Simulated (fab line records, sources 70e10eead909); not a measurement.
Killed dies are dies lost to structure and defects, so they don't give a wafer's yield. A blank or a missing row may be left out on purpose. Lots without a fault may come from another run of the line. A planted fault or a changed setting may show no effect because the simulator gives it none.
fab line records | flow nand_harc
record lots=6 wafers=18 last_day=33
route steps=1302 shown A_STAIRCASE@701 END@1302
lots that met no fault: from a run of the same line without faults
start_h: hours from the record's first day to the start of the lot's first wafer shown | wait_h: hours since the lot's step before | " the same as in the row above | L1.1+2: a row that stands for several wafers | - no value, or no start given | * or withheld: withheld | < > ~ a bound
route shown NAME@n: a module of which the file shows steps, and the number in the route of the first | usual: mean/standard deviation of fault-free wafers | same: alike in all rows | chamber/n: place in a boat | sites: the reading at each site | _std_site: their standard deviation | _edge_site: outer sites' mean less inner sites' | radius_mm: how far each site lies from the wafer's centre | mask NAME#n: copy n | behind: the tool/chamber that last shaped the wafer | hold: why the lot was held/for how many hours/how that ended | device: the transistor (n, p or np) that didn't switch | end of line: the same wafers' tests at the end of the route | a step without rows: its recipe alone | killed: dies lost to structure and defects at the first sort, not the wafer's yield | map: a wafer's dies, x killed, . not, _ none there
set.NAME: the setting as run; set.NAME@STEP: as run at that earlier step | model.NAME: the simulator's own value behind a step, which no gauge read
lots at some steps of the route; a table a step, a row a wafer
services: from which hour (start_h, from the record's first day; less than 0 if before it) a tool's chamber was out of use, for how many hours, and why
## steps
# step NHARC_A_STAIRCASE_TRIM_187
# recipe time_s=211.2 o2_flow_sccm=500 ar_flow_sccm=0 bias_w=0 chemistry=O2
# usual drypump_motor_current_A=5.8/0.6 oes_product_au=1.004/0.012 rf_vpp_V=57.9/0.79 showerhead_plenum_p_Torr=3.56/0.13 throttle_valve_pct=17.037/0.0094
# columns lot.wafer tool chamber start_h wait_h drypump_motor_current_A oes_product_au rf_hours_counter_h rf_vpp_V showerhead_plenum_p_Torr throttle_valve_pct
L325.2 rie_diel-04 1 402.28 0.1 5.9 0.999 12 57.4 3.65 17.037
L325.4 " 2 " " 5.0 1.013 11 58.5 3.55 17.056
L325.6 " 2 " " 5.0 1.019 - 56.4 3.55 17.045
L326.4 rie_diel-04 2 415.86 0.1 5.0 1.018 16 58.1 3.55 17.029
L326.2 " 3 " " 5.6 1.006 16 57.9 3.66 17.049
L326.6 " 0 " " 5.9 0.993 - 57.6 3.61 17.055
L331.2 rie_diel-13 1 466.93 0.1 6.5 1.001 38 57.4 3.76 17.041
L331.3 " 3 " " 6.0 0.997 36 58.9 3.50 17.062
L331.4 " 0 " " 5.3 1.001 36 57.7 3.51 17.047
L332.4 rie_diel-13 1 471.73 0.6 6.5 0.995 40 57.9 3.75 17.035
L332.1 " 2 " " 4.9 1.015 38 58.2 3.36 17.045
L332.5 " 0 " " 5.3 1.007 - 56.4 3.51 17.032
L341.4 rie_diel-04 0 560.71 0.1 5.9 1.034 8 57.1 3.59 17.042
L341.1 " 2 " " 5.0 1.022 9 56.9 3.53 17.036
L341.6 " 0 " " 5.9 1.031 - 58.1 3.59 17.028
L344.1 rie_diel-13 1 581.69 0.1 6.5 1.016 16 58.1 3.74 17.041
L344.4 " 3 " " 6.0 0.989 20 58.1 3.48 17.042
L344.6 " 1 " " 6.5 1.012 - 59.4 3.74 17.026
# step NHARC_A_STAIRCASE_ETCH_188
# recipe target_depth_a=1000 time_s=40.5 ion_energy_ev=400 c4f8_flow_sccm=20 o2_flow_sccm=10 ar_flow_sccm=withheld rf_w=600 bias_w=1000 chemistry=C4F8/O2
# step NHARC_A_STAIRCASE_TRIM_189
# recipe time_s=211.2 o2_flow_sccm=500 ar_flow_sccm=0 bias_w=0 chemistry=O2
# step NHARC_A_STAIRCASE_ETCH_190
# recipe target_depth_a=1000 time_s=40.5 ion_energy_ev=400 c4f8_flow_sccm=20 o2_flow_sccm=10 ar_flow_sccm=withheld rf_w=600 bias_w=1000 chemistry=C4F8/O2
# step NHARC_A_STAIRCASE_TRIM_191
# recipe time_s=211.2 o2_flow_sccm=500 ar_flow_sccm=0 bias_w=0 chemistry=O2
# step NHARC_A_STAIRCASE_ETCH_192
# recipe target_depth_a=1000 time_s=40.5 ion_energy_ev=400 c4f8_flow_sccm=20 o2_flow_sccm=10 ar_flow_sccm=withheld rf_w=600 bias_w=1000 chemistry=C4F8/O2
# usual oes_product_au=0.945/0.015 rf_vpp_V=897/4.9 run_length_s=61.7/0.38
# columns lot.wafer tool chamber start_h wait_h oes_product_au rf_hours_counter_h rf_vpp_V run_length_s
L325.4 rie_diel-04 1 - - 0.940 13 899 61.6
L325.2 " 2 " " 0.942 11 898 60.8
L325.6 " 1 " " 0.936 - 902 62.6
L326.2 rie_diel-04 2 - - 0.956 16 897 60.9
L326.4 " 0 " " 0.967 20 898 61.7
L326.6 " 1 " " 0.949 - 900 61.7
L331.4 rie_diel-13 3 - - 0.945 36 894 62.0
L331.2 " 0 " " 0.933 36 895 61.9
L331.3 " 1 " " 0.915 39 903 61.6
L332.1 rie_diel-13 3 - - 0.921 38 895 62.2
L332.4 " 1 " " 0.918 40 904 61.8
L332.5 " 3 " " 0.930 - 896 62.1
L341.1 rie_diel-04 3 - - 0.940 9 900 62.0
L341.4 " 1 " " 0.969 9 897 61.7
L341.6 " 3 " " 0.950 - 899 61.8
L344.4 rie_diel-13 1 - - 0.972 17 903 61.8
L344.1 " 2 " " 0.939 19 887 61.4
L344.6 " 3 " " 0.928 - 894 62.2
# step NHARC_A_STAIRCASE_TRIM_193
# recipe time_s=211.2 o2_flow_sccm=500 ar_flow_sccm=0 bias_w=0 chemistry=O2
# step NHARC_A_STAIRCASE_ETCH_194
# recipe target_depth_a=1000 time_s=40.5 ion_energy_ev=400 c4f8_flow_sccm=20 o2_flow_sccm=10 ar_flow_sccm=withheld rf_w=600 bias_w=1000 chemistry=C4F8/O2
# usual oes_product_au=0.946/0.015 rf_vpp_V=897/5 run_length_s=61.7/0.41
# columns lot.wafer tool chamber start_h wait_h oes_product_au rf_hours_counter_h rf_vpp_V run_length_s
L325.2 rie_diel-04 1 - - 0.945 13 900 61.7
L325.4 " 2 " " 0.954 11 897 61.0
L325.6 " 0 " " 0.957 - 899 61.4
L326.4 rie_diel-04 1 - - 0.963 21 900 62.1
L326.2 " 0 " " 0.959 20 900 62.0
L326.6 " 1 " " 0.952 - 899 61.8
L331.4 rie_diel-13 1 - - 0.928 39 905 61.5
L331.3 " 2 " " 0.940 37 890 60.9
L331.2 " 0 " " 0.965 36 896 61.7
L332.4 rie_diel-13 3 - - 0.944 38 895 61.9
L332.1 " 1 " " 0.919 41 905 61.9
L332.5 " 3 " " 0.935 - 896 61.7
L341.4 rie_diel-04 3 - - 0.954 9 899 62.1
L341.1 " 0 " " 0.987 8 898 61.5
L341.6 " 3 " " 0.946 - 899 62.1
L344.4 rie_diel-13 3 - - 0.926 21 893 62.1
L344.1 " 2 " " 0.941 19 889 61.4
L344.6 " 0 " " 0.935 - 894 61.6
# step NHARC_A_STAIRCASE_TRIM_196
# recipe time_s=211.2 o2_flow_sccm=500 ar_flow_sccm=0 bias_w=0 chemistry=O2
# step NHARC_A_STAIRCASE_ETCH_197
# recipe target_depth_a=1000 time_s=40.5 ion_energy_ev=400 c4f8_flow_sccm=20 o2_flow_sccm=10 ar_flow_sccm=withheld rf_w=600 bias_w=1000 chemistry=C4F8/O2
# usual oes_product_au=0.958/0.019 rf_vpp_V=897/4.9 run_length_s=61.8/0.38
# columns lot.wafer tool chamber start_h wait_h oes_product_au rf_hours_counter_h rf_vpp_V run_length_s
L325.4 rie_diel-04 2 - - 0.960 11 897 60.9
L325.2 " 0 " " 0.957 12 898 61.7
L325.6 " 2 " " 0.954 - 897 60.9
L326.2 rie_diel-02 0 - - 0.971 4 905 61.6
L326.6 " 0 " " 0.966 - 905 61.9
L326.4 " 3 " " 0.978 - 895 62.3
L331.2 rie_diel-02 1 - - 0.953 19 887 61.6
L331.4 " 2 " " 0.964 9 903 61.4
L331.3 " 0 " " 0.989 19 904 61.7
L332.1 rie_diel-02 2 - - 0.970 10 903 61.9
L332.4 " 3 " " 0.980 19 895 62.2
L332.5 " 2 " " 0.960 - 903 61.8
L341.4 rie_diel-13 1 - - 0.978 10 904 62.1
L341.1 " 3 " " 0.947 11 894 62.2
L341.6 " 0 " " 0.957 - 894 61.7
L344.1 rie_diel-13 3 - - 0.936 21 893 62.4
L344.4 " 1 " " 0.953 18 902 62.2
L344.6 " 3 " " 0.935 - 895 61.9
# step NHARC_A_STAIRCASE_TRIM_198
# recipe time_s=211.2 o2_flow_sccm=500 ar_flow_sccm=0 bias_w=0 chemistry=O2
# usual drypump_motor_current_A=5.9/0.61 oes_product_au=1.005/0.012 rf_vpp_V=57.9/0.81 showerhead_plenum_p_Torr=3.56/0.14 throttle_valve_pct=17.037/0.009
# columns lot.wafer tool chamber start_h wait_h drypump_motor_current_A oes_product_au rf_hours_counter_h rf_vpp_V showerhead_plenum_p_Torr throttle_valve_pct
L325.2 rie_diel-04 1 - - 5.8 1.008 13 57.6 3.64 17.045
L325.4 " 2 " " 5.0 1.024 11 57.7 3.55 17.036
L325.6 " 3 " " 5.6 1.019 - 56.4 3.66 17.033
L326.2 rie_diel-02 3 - - 6.7 1.008 1 58.4 3.51 17.044
L326.4 " 1 " " 6.6 0.994 - 58.5 3.33 17.048
L326.6 " 3 " " 6.7 1.010 - 56.9 3.51 17.034
L331.2 rie_diel-02 0 - - 6.6 1.010 19 57.2 3.76 17.026
L331.3 " 1 " " 6.6 0.992 19 57.6 3.32 17.025
L331.4 " 2 " " 6.0 0.995 9 57.1 3.71 17.023
L332.1 rie_diel-02 0 - - 6.7 0.998 21 58.9 3.76 17.036
L332.4 " 1 " " 6.6 0.984 20 58.3 3.32 17.028
L332.5 " 3 " " 6.8 1.001 - 57.8 3.51 17.032
L341.1 rie_diel-13 1 - - 6.5 0.996 10 58.7 3.74 17.053
L341.4 " 2 " " 4.9 1.007 10 57.8 3.34 17.015
L341.6 " 0 " " 5.3 0.998 - 56.9 3.49 17.032
L344.4 rie_diel-13 1 - - 6.5 1.004 18 58.7 3.73 17.048
L344.1 " 2 " " 4.9 0.996 19 57.9 3.34 17.026
L344.6 " 2 " " 4.9 0.997 - 57.2 3.34 17.034
# step NHARC_A_STAIRCASE_ETCH_199
# recipe target_depth_a=1000 time_s=40.5 ion_energy_ev=400 c4f8_flow_sccm=20 o2_flow_sccm=10 ar_flow_sccm=withheld rf_w=600 bias_w=1000 chemistry=C4F8/O2
# usual oes_product_au=0.953/0.015 rf_vpp_V=897/5.1 run_length_s=61.7/0.39
# columns lot.wafer tool chamber start_h wait_h oes_product_au rf_hours_counter_h rf_vpp_V run_length_s
L325.2 rie_diel-04 1 404.10 - 0.947 14 901 61.8
L325.4 " 3 " " 0.960 12 902 61.9
L325.6 " 2 " " 0.971 - 897 61.2
L326.2 rie_diel-02 3 417.52 - 0.952 1 895 62.8
L326.4 " 3 " " 0.965 - 897 62.4
L326.6 " 0 " " 0.951 - 905 61.5
L331.4 rie_diel-02 1 468.49 - 0.971 19 889 52.3
L331.2 " 2 " " 0.960 9 904 52.8
L331.3 " 3 " " 0.972 17 895 53.2
L332.1 rie_diel-02 3 474.10 - 0.964 19 893 53.5
L332.4 " 1 " " 0.952 20 888 52.5
L332.5 " 2 " " 0.961 - 903 52.6
L341.4 rie_diel-13 2 562.16 - 0.961 10 890 61.2
L341.1 " 0 " " 0.968 11 895 61.8
L341.6 " 2 " " 0.971 - 890 61.3
L344.1 rie_diel-13 2 583.73 - 0.932 20 888 60.9
L344.4 " 0 " " 0.955 19 896 61.7
L344.6 " 2 " " 0.938 - 889 61.2
# step NHARC_A_STAIRCASE_TRIM_200
# recipe time_s=211.2 o2_flow_sccm=500 ar_flow_sccm=0 bias_w=0 chemistry=O2
# step NHARC_END_SORT_01
# recipe temp_c=25
# usual killed_at_array=59/20 killed_at_other=0.8/1.1 killed_at_periphery=5/3.1 killed_dies=64/21 killed_open=3.4/1.9 killed_short=2.3/1.7
# same gross_dies=677
# columns lot.wafer tool chamber start_h wait_h hold killed_at_array killed_at_other killed_at_periphery killed_dies killed_open killed_short
L325.2 prober-01 0 588.29 2.8 - 14 1 4 19 2 3
L325.4 prober-01 0 589.89 3.4 - 17 1 5 23 2 4
L325.6 prober-01 0 591.49 4.0 - 26 1 1 28 8 0
L326.2 prober-01 0 610.66 2.8 - 80 0 0 80 4 0
L326.4 prober-01 0 612.26 3.4 - 75 0 3 78 2 5
L326.6 prober-01 0 613.85 4.0 - 69 1 1 71 0 1
L332.1 prober-02 0 674.49 2.5 await_dispo/3.4h/release 79 0 4 83 2 3
L332.4 prober-02 0 676.91 3.4 await_dispo/3.4h/release 78 0 3 81 4 8
L332.5 prober-02 0 677.72 3.7 await_dispo/3.4h/release 85 1 2 88 5 4
L331.2 prober-01 0 675.26 2.8 await_dispo/0.8h/release 131 0 1 132 2 2
L331.3 prober-01 0 676.06 3.1 await_dispo/0.8h/release 110 3 2 115 5 4
L331.4 prober-01 0 676.85 3.4 await_dispo/0.8h/release 129 0 3 132 4 1
L341.1 prober-01 0 761.46 2.5 - 55 2 2 59 1 4
L341.4 prober-01 0 763.87 3.4 - 56 4 3 63 4 9
L341.6 prober-01 0 765.47 4.0 - 66 3 4 73 8 1
L344.1 prober-02 0 798.03 2.5 - 58 2 9 69 2 0
L344.4 prober-02 0 800.43 3.4 - 59 0 9 68 3 2
L344.6 prober-02 0 802.03 4.0 - 44 3 10 57 3 1
# killed by level:class
L325.2 A_CHANNEL_HOLE_D2:chamber_film_flake=7 A_CHANNEL_FILL_D1:geometric_particle:short=2 P_GATE:chamber_film_flake=2 P_STI:geometric_particle:open=1 A_DECK1_JOINT:geometric_particle:short=1 A_CHANNEL_FILL_D2:geometric_particle:open=1 P_STI:chamber_film_flake=1 A_DECK1_JOINT:chamber_film_flake=1
L325.4 A_CHANNEL_HOLE_D2:chamber_film_flake=7 A_SOURCE_PLATE:geometric_particle:short=2 A_CHANNEL_HOLE_D1:chamber_film_flake=2 A_CONTACT:chamber_film_flake=2 P_ZERO_WELL:geometric_particle:open=1 P_M2:geometric_particle:open=1 P_M2:geometric_particle:short=1 A_BLC:geometric_particle:short=1
L325.6 A_CHANNEL_HOLE_D2:chamber_film_flake=7 A_CHANNEL_HOLE_D1:chamber_film_flake=4 A_STAIRCASE:chamber_film_flake=4 A_ONON_D2:geometric_particle:open=3 A_ONON_D1:geometric_particle:open=1 A_CHANNEL_FILL_D1:geometric_particle:open=1 A_DECK1_JOINT:geometric_particle:open=1 A_SGD_CUT:geometric_particle:open=1
L326.2 A_CHANNEL_HOLE_D1:chamber_film_flake=33 A_SLIT:chamber_film_flake=31 A_CHANNEL_HOLE_D2:chamber_film_flake=6 A_CHANNEL_FILL_D2:geometric_particle:open=2 A_M0:geometric_particle:open=2 A_STAIRCASE:chamber_film_flake=2 A_CONTACT:chamber_film_flake=2 A_ZERO_WELL:chamber_film_flake=1
L326.4 A_CHANNEL_HOLE_D1:chamber_film_flake=29 A_SLIT:chamber_film_flake=23 A_CHANNEL_HOLE_D2:chamber_film_flake=13 A_CHANNEL_FILL_D1:geometric_particle:short=3 A_M0:chamber_film_flake=3 P_CONTACT:geometric_particle:open=1 P_M0:geometric_particle:short=1 A_ONON_D2:geometric_particle:open=1
L326.6 A_CHANNEL_HOLE_D1:chamber_film_flake=31 A_SLIT:chamber_film_flake=23 A_CHANNEL_HOLE_D2:chamber_film_flake=9 A_CONTACT:chamber_film_flake=2 A_ONON_D2:geometric_particle:short=1 P_M2:chamber_film_flake=1 A_DECK1_JOINT:chamber_film_flake=1 A_STAIRCASE:chamber_film_flake=1
L332.1 A_STAIRCASE:area_etch=43 A_CHANNEL_HOLE_D2:chamber_film_flake=20 A_CHANNEL_HOLE_D1:chamber_film_flake=5 P_ZERO_WELL:chamber_film_flake=2 A_STAIRCASE:chamber_film_flake=2 A_SLIT:chamber_film_flake=2 P_M0:geometric_particle:short=1 A_CHANNEL_FILL_D1:geometric_particle:open=1
L331.2 A_STAIRCASE:area_etch=63 A_SLIT:chamber_film_flake=31 A_CHANNEL_HOLE_D1:chamber_film_flake=23 A_CHANNEL_HOLE_D2:unspecified=2 A_STAIRCASE:chamber_film_flake=2 A_WL_FILL:chamber_film_flake=2 A_M1:chamber_film_flake=2 A_ONON_D1:geometric_particle:open=1
L331.3 A_STAIRCASE:area_etch=41 A_CHANNEL_HOLE_D1:chamber_film_flake=33 A_SLIT:chamber_film_flake=19 A_CONTACT:chamber_film_flake=4 P_M0:geometric_particle:open=2 A_SGD_CUT:geometric_particle:short=2 A_CHANNEL_HOLE_D2:chamber_film_flake=2 A_M1:chamber_film_flake=2
L331.4 A_STAIRCASE:area_etch=49 A_CHANNEL_HOLE_D1:chamber_film_flake=35 A_SLIT:chamber_film_flake=32 A_CHANNEL_FILL_D2:chamber_film_flake=2 A_STAIRCASE:chamber_film_flake=2 A_CONTACT:chamber_film_flake=2 A_M1:chamber_film_flake=2 P_CONTACT:geometric_particle:open=1
L332.4 A_STAIRCASE:area_etch=39 A_CHANNEL_HOLE_D2:chamber_film_flake=13 A_CHANNEL_HOLE_D1:chamber_film_flake=5 A_M1:chamber_film_flake=4 A_STAIRCASE:chamber_film_flake=3 A_WL_FILL:geometric_particle:short=2 A_SLIT:chamber_film_flake=2 P_CONTACT:geometric_particle:open=1
L332.5 A_STAIRCASE:area_etch=43 A_CHANNEL_HOLE_D2:chamber_film_flake=22 A_CHANNEL_FILL_D2:chamber_film_flake=3 A_STAIRCASE:chamber_film_flake=3 A_SLIT:chamber_film_flake=3 A_M1:chamber_film_flake=3 P_CONTACT:geometric_particle:open=1 P_M0:geometric_particle:open=1
L341.1 A_SLIT:chamber_film_flake=26 A_CONTACT:chamber_film_flake=11 A_CHANNEL_HOLE_D1:chamber_film_flake=10 A_STAIRCASE:chamber_film_flake=3 A_ZERO_WELL:chamber_film_flake=2 P_M0:geometric_particle:short=1 A_ONON_D2:geometric_particle:short=1 A_M0:geometric_particle:open=1
L341.4 A_SLIT:chamber_film_flake=25 A_CHANNEL_HOLE_D1:chamber_film_flake=11 A_CONTACT:chamber_film_flake=5 THIN_TSV:chamber_film_flake=4 A_ONON_D1:geometric_particle:short=2 A_CHANNEL_HOLE_D2:chamber_film_flake=2 P_M1:geometric_particle:short=1 A_CHANNEL_HOLE_D1:geometric_particle:open=1
L341.6 A_SLIT:chamber_film_flake=33 A_CHANNEL_HOLE_D1:chamber_film_flake=19 A_M0:geometric_particle:open=4 A_CONTACT:chamber_film_flake=4 P_GATE:chamber_film_flake=3 THIN_TSV:chamber_film_flake=3 P_CONTACT:geometric_particle:open=1 A_ONON_D1:geometric_particle:open=1
L344.1 A_CHANNEL_HOLE_D2:chamber_film_flake=36 A_CONTACT:chamber_film_flake=9 A_SLIT:chamber_film_flake=7 P_GATE:chamber_film_flake=6 P_M1:chamber_film_flake=3 A_WL_FILL:chamber_film_flake=3 THIN_TSV:chamber_film_flake=2 A_DECK1_JOINT:geometric_particle:open=1
L344.4 A_CHANNEL_HOLE_D2:chamber_film_flake=32 A_SLIT:chamber_film_flake=11 A_CONTACT:chamber_film_flake=9 P_GATE:chamber_film_flake=6 P_M1:chamber_film_flake=2 P_M1:geometric_particle:open=1 A_SGD_CUT:geometric_particle:open=1 A_WL_FILL:geometric_particle:short=1
L344.6 A_CHANNEL_HOLE_D2:chamber_film_flake=19 A_CONTACT:chamber_film_flake=12 P_GATE:chamber_film_flake=8 A_SLIT:chamber_film_flake=7 A_CHANNEL_FILL_D2:chamber_film_flake=2 THIN_TSV:chamber_film_flake=2 P_CONTACT:geometric_particle:open=1 A_DECK1_JOINT:geometric_particle:open=1
# map L331.2 (x killed, . not)
____________.____________
_________..x.x.._________
_______..x.x.....x_______
______.........x...______
_____.xx.....x..x..._____
____x.xx............x____
____xx..............x____
___xxxxx..............___
___..xxx.x............___
__x..xxxxx.....x......x__
__.x.xxxx..............__
_x...xxx.........x.....x_
_.x...x................._
_.....xx.x...........x.._
_....................x.._
_.x..x................x._
...x.x.....x.............
.x..x...............x....
x........................
.xx......................
.x.......x....x.........x
_......x................_
_x.x...................._
_.x....................._
_xx..x..x..............._
_.x....................._
__.................x..x__
__.x..x............x..x__
___.........x.......x.___
___x...x.xxx.......x..___
____.....x.xx....x.x.____
____x.xx.x.x.x.......____
_____x..xx.xxx......_____
______xxx.xxxxx..x.______
_______xx.xxxxx..x_______
_________xxxxx.x_________
____________x____________
# map L332.5 (x killed, . not)
____________.____________
_________..x...x_________
_______...x....x.x_______
______..x..........______
_____.........x...x._____
____xx...x.x...x...x.____
____x.x.......xx.x...____
___.xx.....x...x......___
___x..xxx.......xx....___
__.x.xxx.x.........x...__
__..xx.x..x....x.......__
_...x.xx...x............_
_..x.......x.....x..xx.._
_...x.......x..........._
_..xxx.x................_
_x.x...................._
x........x...............
...xx............x.......
...x...x..x....x.x.......
..........x.x............
.......x.....x...........
_..x...........x........_
_................x......_
_......................._
_...xx......x..........._
_...........x..........._
__................x....__
__....................x__
___...................___
___.......x..........x___
____.................____
____.............x...____
_____..xx..........._____
______....x........______
_______.x........._______
_________......x_________
____________.____________
## services
# columns tool chamber start_h hours kind
rie_diel-04 3 385.98 1.7 repair
rie_diel-02 2 395.21 33.8 repair
rie_diel-02 - 396.42 9.0 pm
rie_diel-13 0 402.78 - clean
rie_diel-13 1 402.78 - clean
rie_diel-13 2 402.78 - clean
rie_diel-13 3 402.78 - clean
rie_diel-02 3 405.54 8.1 repair
rie_diel-13 2 418.27 18.2 repair
rie_diel-13 0 427.28 - clean
rie_diel-13 1 427.28 - clean
rie_diel-13 3 427.28 - clean
rie_diel-04 2 440.61 33.2 repair
rie_diel-13 0 452.36 - clean
rie_diel-13 1 452.36 - clean
rie_diel-13 2 452.36 - clean
rie_diel-13 3 452.36 - clean
rie_diel-13 0 476.91 - clean
rie_diel-13 1 476.91 - clean
rie_diel-13 2 476.91 - clean
rie_diel-13 - 519.17 9.0 pm
rie_diel-04 - 532.03 9.0 pm
rie_diel-13 2 547.64 2.1 repair
rie_diel-02 - 573.48 9.0 pm
## key
first_sign step=NHARC_A_STAIRCASE_ETCH_199 reading=run_length_s direction=down sigmas=23 usual=* struck=*
effect step=NHARC_END_SORT_01 reading=killed_at_array direction=up sigmas=2.2 usual=59 struck=102 wafers_moved=5
more_kills_born_at NHARC_A_STAIRCASE_ETCH_199@rie_diel-02=278
met_at NHARC_A_STAIRCASE_ETCH_199
struck_wafers L331.2,L331.3,L331.4,L332.1,L332.4,L332.5
tester_left_out L331,L332
onset_between 417.52 468.49
fault kind=process_parameter_drift tool=rie_diel-02 chamber=- onset_h=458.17 steps=NHARC_A_STAIRCASE_ETCH_199 channel=time_s offset=* shape=step end_h=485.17 acts_in=* stated=*
# tester_left_out: of these lots the tester's yield and bins aren't shown, on N5 and GAA mostly nor the transistor test; their killed dies are dies lost to structure and defects alone, not to doping, threshold or leakage, so they don't give the yield
